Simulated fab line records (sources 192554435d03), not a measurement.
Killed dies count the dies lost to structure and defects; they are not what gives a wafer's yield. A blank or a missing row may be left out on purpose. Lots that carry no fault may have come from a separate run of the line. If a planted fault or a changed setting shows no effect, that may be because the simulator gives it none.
Matching of chambers / flow n5_finfet / N5_BEOL_M4_ETCH_74 on rie_diel-04: 4 sister chambers
The step etches underlayer in N2/H2, target depth 6.5 nm, time 5.2 s. 22 wafers are shown with their chamber, then 11 later ones without.

EACH WAFER AND ITS CHAMBER
wafer=L075.1; chamber=2; showerhead_plenum_p_Torr (Torr)=2.59; drypump_motor_current_A (A)=5.8; throttle_valve_pct (%)=18.07
wafer=L075.2; chamber=1; showerhead_plenum_p_Torr (Torr)=2.63; drypump_motor_current_A (A)=5.9; throttle_valve_pct (%)=17.66
wafer=L075.5; chamber=1; showerhead_plenum_p_Torr (Torr)=2.63; drypump_motor_current_A (A)=6.0; throttle_valve_pct (%)=17.64
wafer=L077.1; chamber=2; showerhead_plenum_p_Torr (Torr)=2.59; drypump_motor_current_A (A)=5.8; throttle_valve_pct (%)=18.08
wafer=L077.5; chamber=0; showerhead_plenum_p_Torr (Torr)=2.56; drypump_motor_current_A (A)=4.8; throttle_valve_pct (%)=17.64
wafer=L077.6; chamber=3; showerhead_plenum_p_Torr (Torr)=2.42; drypump_motor_current_A (A)=5.8; throttle_valve_pct (%)=17.91
wafer=L078.1; chamber=3; showerhead_plenum_p_Torr (Torr)=2.42; drypump_motor_current_A (A)=5.8; throttle_valve_pct (%)=17.91
wafer=L078.3; chamber=1; showerhead_plenum_p_Torr (Torr)=2.63; drypump_motor_current_A (A)=5.9; throttle_valve_pct (%)=17.65
wafer=L078.6; chamber=0; showerhead_plenum_p_Torr (Torr)=2.56; drypump_motor_current_A (A)=4.8; throttle_valve_pct (%)=17.65
wafer=L081.2; chamber=3; showerhead_plenum_p_Torr (Torr)=2.42; drypump_motor_current_A (A)=5.7; throttle_valve_pct (%)=17.88
wafer=L081.4; chamber=1; showerhead_plenum_p_Torr (Torr)=2.63; drypump_motor_current_A (A)=5.9; throttle_valve_pct (%)=17.67
wafer=L081.5; chamber=0; showerhead_plenum_p_Torr (Torr)=2.56; drypump_motor_current_A (A)=4.8; throttle_valve_pct (%)=17.69
wafer=L087.1; chamber=2; showerhead_plenum_p_Torr (Torr)=2.58; drypump_motor_current_A (A)=5.8; throttle_valve_pct (%)=18.10
wafer=L087.2; chamber=0; showerhead_plenum_p_Torr (Torr)=2.55; drypump_motor_current_A (A)=4.7; throttle_valve_pct (%)=17.70
wafer=L087.3; chamber=3; showerhead_plenum_p_Torr (Torr)=2.41; drypump_motor_current_A (A)=5.7; throttle_valve_pct (%)=17.93
wafer=L089.1; chamber=1; showerhead_plenum_p_Torr (Torr)=2.62; drypump_motor_current_A (A)=5.9; throttle_valve_pct (%)=17.70
wafer=L089.2; chamber=2; showerhead_plenum_p_Torr (Torr)=2.58; drypump_motor_current_A (A)=5.8; throttle_valve_pct (%)=18.13
wafer=L089.3; chamber=3; showerhead_plenum_p_Torr (Torr)=2.41; drypump_motor_current_A (A)=5.8; throttle_valve_pct (%)=17.94
wafer=L088.1; chamber=1; showerhead_plenum_p_Torr (Torr)=2.62; drypump_motor_current_A (A)=5.9; throttle_valve_pct (%)=17.73
wafer=L088.4; chamber=2; showerhead_plenum_p_Torr (Torr)=2.58; drypump_motor_current_A (A)=5.8; throttle_valve_pct (%)=18.12
wafer=L088.6; chamber=1; showerhead_plenum_p_Torr (Torr)=2.62; drypump_motor_current_A (A)=5.9; throttle_valve_pct (%)=17.69
wafer=L091.2; chamber=1; showerhead_plenum_p_Torr (Torr)=2.61; drypump_motor_current_A (A)=6.0; throttle_valve_pct (%)=17.72

SIGNATURES, as means of the wafers listed above
reading=showerhead_plenum_p_Torr; chamber 0=2.5575; chamber 1=2.6237; chamber 2=2.5840; chamber 3=2.4160; scatter within a chamber=0.00625
reading=drypump_motor_current_A; chamber 0=4.775; chamber 1=5.925; chamber 2=5.800; chamber 3=5.760; scatter within a chamber=0.0438
reading=throttle_valve_pct; chamber 0=17.6700; chamber 1=17.6825; chamber 2=18.1000; chamber 3=17.9140; scatter within a chamber=0.0287
Rule: for each reading, subtract the chamber's mean from the wafer's reading, divide by that reading's scatter and square the result; add these up over the readings and take the root, which gives the wafer's distance from the chamber. If the next closest chamber is less than 2 further off than the closest, the wafer can't be placed; otherwise it belongs to the closest. The scatter is the square root of a quotient: the sum, over the shown wafers, of each reading's squared deviation from its chamber's mean, divided by wafers minus chambers.

WAFERS WITHOUT THEIR CHAMBER
wafer=L091.4; showerhead_plenum_p_Torr (Torr)=2.54; drypump_motor_current_A (A)=4.8; throttle_valve_pct (%)=17.73
wafer=L091.6; showerhead_plenum_p_Torr (Torr)=2.61; drypump_motor_current_A (A)=6.0; throttle_valve_pct (%)=17.70
wafer=L093.1; showerhead_plenum_p_Torr (Torr)=2.61; drypump_motor_current_A (A)=5.9; throttle_valve_pct (%)=17.72
wafer=L093.5; showerhead_plenum_p_Torr (Torr)=2.40; drypump_motor_current_A (A)=5.8; throttle_valve_pct (%)=17.95
wafer=L093.6; showerhead_plenum_p_Torr (Torr)=2.57; drypump_motor_current_A (A)=5.8; throttle_valve_pct (%)=18.14
wafer=L095.2; showerhead_plenum_p_Torr (Torr)=2.57; drypump_motor_current_A (A)=5.8; throttle_valve_pct (%)=18.13
wafer=L095.3; showerhead_plenum_p_Torr (Torr)=2.54; drypump_motor_current_A (A)=4.8; throttle_valve_pct (%)=17.75
wafer=L095.4; showerhead_plenum_p_Torr (Torr)=2.40; drypump_motor_current_A (A)=5.8; throttle_valve_pct (%)=17.96
wafer=L097.1; showerhead_plenum_p_Torr (Torr)=2.54; drypump_motor_current_A (A)=4.8; throttle_valve_pct (%)=17.74
wafer=L097.2; showerhead_plenum_p_Torr (Torr)=2.61; drypump_motor_current_A (A)=5.9; throttle_valve_pct (%)=17.73
wafer=L097.3; showerhead_plenum_p_Torr (Torr)=2.57; drypump_motor_current_A (A)=5.8; throttle_valve_pct (%)=18.16

EACH ONE'S CHAMBER
wafer=L091.4; from the rows above=0; in truth=0
wafer=L091.6; from the rows above=1; in truth=1
wafer=L093.1; from the rows above=1; in truth=1
wafer=L093.5; from the rows above=3; in truth=3
wafer=L093.6; from the rows above=2; in truth=2
wafer=L095.2; from the rows above=2; in truth=2
wafer=L095.3; from the rows above=0; in truth=0
wafer=L095.4; from the rows above=3; in truth=3
wafer=L097.1; from the rows above=0; in truth=0
wafer=L097.2; from the rows above=1; in truth=1
wafer=L097.3; from the rows above=2; in truth=2
11 of 11 placed correctly. From these rows, 0 cannot be placed. 0 placed wrongly.
